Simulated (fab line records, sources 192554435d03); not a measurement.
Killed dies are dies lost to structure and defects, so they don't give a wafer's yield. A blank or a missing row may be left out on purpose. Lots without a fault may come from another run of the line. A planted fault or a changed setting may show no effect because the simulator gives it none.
fab line records | flow n5_finfet
record lots=5 wafers=15 last_day=16
route steps=1938 shown BEOL_M10@1527 BEOL_M11@1536
lots that met no fault: from a run of the same line without faults
start_h: hours from the record's first day to the start of the lot's first wafer shown | wait_h: hours since the lot's step before | " the same as in the row above | L1.1+2: a row that stands for several wafers | - no value, or no start given | * or withheld: withheld | < > ~ a bound
route shown NAME@n: a module of which the file shows steps, and the number in the route of the first | usual: mean/standard deviation of fault-free wafers | same: alike in all rows | chamber/n: place in a boat | sites: the reading at each site | _std_site: their standard deviation | _edge_site: outer sites' mean less inner sites' | radius_mm: how far each site lies from the wafer's centre | mask NAME#n: copy n | behind: the tool/chamber that last shaped the wafer | hold: why the lot was held/for how many hours/how that ended | device: the transistor (n, p or np) that didn't switch | end of line: the same wafers' tests at the end of the route | a step without rows: its recipe alone | killed: dies lost to structure and defects at the first sort, not the wafer's yield | map: a wafer's dies, x killed, . not, _ none there
set.NAME: the setting as run; set.NAME@STEP: as run at that earlier step | model.NAME: the simulator's own value behind a step, which no gauge read
lots at some steps of the route; a table a step, a row a wafer
services: from which hour (start_h, from the record's first day; less than 0 if before it) a tool's chamber was out of use, for how many hours, and why
## steps
# step N5_BEOL_M10_SPUTTER_48
# recipe material=Cu target_thk_a=120 temp_c=-20 bias_v=60 power_w=26000 chamber_pressure_pa=0.13 time_s=2
# step N5_BEOL_M10_ECD_50
# recipe material=Cu target_thk_a=3180
# step N5_BEOL_M10_ANNEAL_51
# recipe temp_c=225 time_s=90 ambient=N2
# step N5_BEOL_M10_CMP_52
# recipe stop_on=SiCOH_lowk t_overpolish_s=7 down_force_psi=1 platen_rpm=50 clearing_platen_down_force_psi=1.5 clearing_platen_rpm=50 post_cmp_clean=cu_alkaline target_thk_nm=140 clearing_platen_pad_velocity_m_s=0.99484 pad_velocity_m_s=0.99484
# step N5_BEOL_M10_PRE_CLEAN_55
# recipe gas=NH3 time_s=15 temp_c=withheld rf_power_w=300
# step N5_BEOL_M10_DEP_56
# recipe material=SiCN target_thk_a=150 temp_c=withheld precursor=3MS/NH3 pressure_torr=3 rf_w=202 time_s=26.5
# step N5_BEOL_M11_ILD_DEP_00
# recipe material=SiCOH_lowk target_thk_a=3085.1 temp_c=300 precursor=DEMS/porogen pressure_torr=5 rf_w=500 time_s=58
# step N5_BEOL_M11_CURE_71
# recipe temp_c=385 time_s=240 ambient=He/Ar material=SiCOH_lowk
# step N5_BEOL_M11_PECVD_70
# recipe material=SiO2 target_thk_a=200 temp_c=400 precursor=TEOS/O2 pressure_torr=5.5 rf_w=450 teos_flow_sccm=53.8 gas=O2 flow_sccm=3000 time_s=22.7
# usual heater_power_w=713/120 showerhead_plenum_p_Torr=8.78/0.042 throttle_valve_pct=22.7/1.1
# columns lot.wafer tool chamber start_h wait_h heater_power_w showerhead_plenum_p_Torr throttle_valve_pct model.SiO2_of_BEOL_M11_PECVD_70.thk_nm
L659.1 pecvd-01 0 250.82 0.0 741 8.81 23.5 19.6
L659.3 " 0 " " 765 8.80 23.5 19.4
L659.4 " 2 " " 668 8.82 21.5 19.6
L660.2 pecvd-02 2 265.45 0.0 747 8.70 22.1 20
L660.5 " 2 " " 759 8.69 22.4 20.4
L660.6 " 0 " " 1020 8.81 24.1 19.8
L666.2 pecvd-01 2 318.69 0.0 747 8.84 21.4 14
L666.3 " 1 " " 727 8.83 24.3 20
L666.4 " 1 " " 729 8.84 24.5 14.8
L669.3 pecvd-01 0 319.95 0.0 791 8.80 23.3 19.8
L669.4 " 1 " " 587 8.83 24.3 14.8
L669.5 " 0 " " 766 8.82 23.5 20
L672.1 pecvd-01 0 327.78 0.0 803 8.81 23.4 14.4
L672.4 " 0 " " 635 8.80 23.5 14.6
L672.6 " 2 " " 679 8.83 21.6 20
# step N5_BEOL_M11_HM_DEP_02
# recipe material=TiN target_thk_a=200 temp_c=25 chamber_pressure_pa=0.49996
# step N5_BEOL_M11_COAT_59
# recipe resist=SOC temp_c=250 time_s=60 spin_rpm=1500 resist_thk_nm=100
# step N5_BEOL_M11_COAT_60
# recipe resist=SiARC temp_c=220 time_s=60 spin_rpm=1500 resist_thk_nm=30
# step N5_BEOL_M11_COAT_05
# recipe resist=CAR-ArF spin_rpm=1500 resist_thk_nm=90
# step N5_BEOL_M11_EBR_07
# recipe solvent=PGMEA ebr_width_mm=1.5
# step N5_BEOL_M11_SOFTBAKE_06
# recipe temp_c=110 time_s=60 resist=CAR-ArF
# step N5_BEOL_M11_EXPOSE_08
# recipe mask_id=M11 na=1.35 source_shape=dipole sigma_inner=0.411 sigma_outer=0.611 polarization=te dose_mj=53.75
# step N5_BEOL_M11_PEB_09
# recipe peb_temp_c=withheld peb_time_s=60 resist=CAR-ArF
# step N5_BEOL_M11_DEVELOP_10
# recipe develop_time_s=30 developer=TMAH resist=CAR-ArF rinse_liquid=diw dry=air_spin dev_temp_c=23
# step N5_BEOL_M11_DESCUM_16
# recipe chemistry=O2 time_s=7.9 source_power_w=50 bias_power_w=20 pressure_mtorr=20 rf_frequency_hz=2.712e+07 temp_c=40 resist=CAR-ArF o2_flow_sccm=225
# step N5_BEOL_M11_ETCH_61
# recipe chemistry=CF4 target=SiARC target_depth_a=390 mask_material=CAR-ArF time_s=65 ion_energy_ev=80 pressure_mtorr=40 source_w=545 bias_w=36 Ar_flow_sccm=100 cf4_flow_sccm=100 ends=cleared
# step N5_BEOL_M11_ETCH_62
# recipe chemistry=N2/H2 target=SOC target_depth_a=1100 overetch_a=220 mask_material=SiARC temp_c=40 time_s=165 ion_energy_ev=200 pressure_mtorr=30 source_w=840 bias_w=150 n2_flow_sccm=200 h2_flow_sccm=200
# step N5_BEOL_M11_STRIP_68
# recipe chemistry=N2/H2 temp_c=40 n2_flow_sccm=200 h2_flow_sccm=200 rf_frequency_hz=6e+07
# step N5_BEOL_M11_STRIP_67
# recipe chemistry=CF4 resist=SiARC power_w=300 bias_power_w=75 pressure_mtorr=50 cf4_flow_sccm=150 rf_frequency_hz=6e+07
# step N5_BEOL_M11_HM_OPEN_17
# recipe chemistry=Cl2/BCl3 target_depth_a=200 overetch_a=60 target=TiN mask_material=SOC ion_energy_ev=150 pressure_mtorr=10 icp_w=1000 bias_w=126 Cl2_flow_sccm=53.25 bcl3_flow_sccm=21.75 Ar_flow_sccm=25
# step N5_BEOL_M11_STRIP_19
# recipe chemistry=O2 power_w=400 temp_c=40 pressure_mtorr=30 rf_frequency_hz=6e+07 bias_power_w=0 overash_fraction=0.2 o2_flow_sccm=225
# step N5_BEOL_M11_COAT_63
# recipe resist=SOC temp_c=250 time_s=60 spin_rpm=1500 resist_thk_nm=100
# step N5_BEOL_M11_COAT_64
# recipe resist=SiARC temp_c=220 time_s=60 spin_rpm=1500 resist_thk_nm=30
# step N5_BEOL_M11_COAT_22
# recipe resist=CAR-ArF spin_rpm=1500 resist_thk_nm=90
# step N5_BEOL_M11_EBR_24
# recipe solvent=PGMEA ebr_width_mm=1.5
# step N5_BEOL_M11_SOFTBAKE_23
# recipe temp_c=110 time_s=60 resist=CAR-ArF
# step N5_BEOL_M11_EXPOSE_25
# recipe mask_id=V10 na=1.35 source_shape=annular sigma_inner=0.5 sigma_outer=0.8 polarization=unpolarized dose_mj=85.5
# step N5_BEOL_M11_PEB_26
# recipe peb_temp_c=withheld peb_time_s=60 resist=CAR-ArF
# step N5_BEOL_M11_DEVELOP_27
# recipe develop_time_s=30 developer=TMAH resist=CAR-ArF rinse_liquid=diw dry=air_spin dev_temp_c=23
# step N5_BEOL_M11_HM_STRIP_39
# recipe chemistry=peroxide_tin_strip material=TiN target_depth_a=250 temp_c=50 time_s=158
# columns lot.wafer tool chamber start_h wait_h model.SiO2_of_BEOL_M11_PECVD_70.thk_nm
L659.1+3+4 wet_bench-06 2,4,5 254.97 0.1 19.4
L660.2 wet_bench-04 0 269.07 0.0 19.8
L660.5 " 1 " " 20.2
L660.6 " 2 " " 19.6
L666.2 wet_bench-03 1 322.43 0.0 13.8
L666.3 " 3 " " 19.8
L666.4 " 5 " " 14.6
L669.3+5 wet_bench-06 1,6 325.55 0.0 19.8
L669.4 " 5 " " 14.6
L672.1 wet_bench-04 5 335.18 0.0 14.2
L672.4 " 7 " " 14.6
L672.6 " 0 " " 19.8
# step N5_BEOL_M11_CMP_52
# recipe stop_on=SiCOH_lowk t_overpolish_s=7 down_force_psi=1 platen_rpm=50 clearing_platen_down_force_psi=1.5 clearing_platen_rpm=50 post_cmp_clean=cu_alkaline target_thk_nm=140 clearing_platen_pad_velocity_m_s=0.99484 pad_velocity_m_s=0.99484
# usual barrier_field_endpoint_s=29.6/0.94 motor_current_A=6.2/0.6
# columns lot.wafer tool chamber start_h wait_h barrier_field_endpoint_s motor_current_A
L659.4 cmp-04 2 257.23 0.2 29.7 6.1
L659.3 " 3 " " 29.2 6.0
L659.1 " 1 " " 28.5 6.5
L660.2 cmp-01 1 272.87 0.3 29.1 7.3
L660.5 " 2 " " 28.8 5.3
L660.6 " 3 " " 29.3 6.9
L666.2 cmp-01 2 324.56 0.2 21.8 5.7
L666.4 " 0 " " 22.7 6.4
L666.3 " 1 " " 29.9 7.6
L669.4 cmp-04 3 327.27 0.2 22.7 6.3
L669.3 " 0 " " 30.3 6.2
L669.5 " 2 " " 29.7 6.1
L672.1 cmp-01 2 338.05 0.3 21.9 5.3
L672.4 " 0 " " 21.9 6.6
L672.6 " 2 " " 28.6 5.5
## services
# columns tool chamber start_h hours kind
pecvd-01 1 246.46 25.7 repair
cmp-01 - 248.37 4.8 pm
cmp-01 - 277.89 4.0 pm
cmp-04 - 278.83 0.6 repair
cmp-01 - 281.89 - consumable_replace:conditioner
cmp-01 - 281.89 - consumable_replace:pad
cmp-04 - 288.10 4.0 pm
cmp-04 - 292.10 - consumable_replace:conditioner
cmp-04 - 292.10 - consumable_replace:pad
pecvd-01 2 300.39 2.1 scheduled_down
## key
first_sign step=N5_BEOL_M11_CMP_52 reading=barrier_field_endpoint_s direction=down sigmas=7.9 usual=29.6 struck=22.2
effect none on later readings
model_effect step=N5_BEOL_M11_PECVD_70 value=SiO2_of_BEOL_M11_PECVD_70.thk_nm without=20 struck=14.52
model_effect step=N5_BEOL_M11_HM_STRIP_39 value=SiO2_of_BEOL_M11_PECVD_70.thk_nm without=19.84 struck=14.36
met_at N5_BEOL_M11_PECVD_70
struck_wafers L666.2,L666.4,L669.4,L672.1,L672.4
onset_between 250.82 318.69
fault kind=process_parameter_drift tool=pecvd-01 chamber=- onset_h=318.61 steps=N5_BEOL_M11_PECVD_70 channel=time_s offset=* shape=step end_h=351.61 scope=struck_wafers_only acts_in=* stated=*
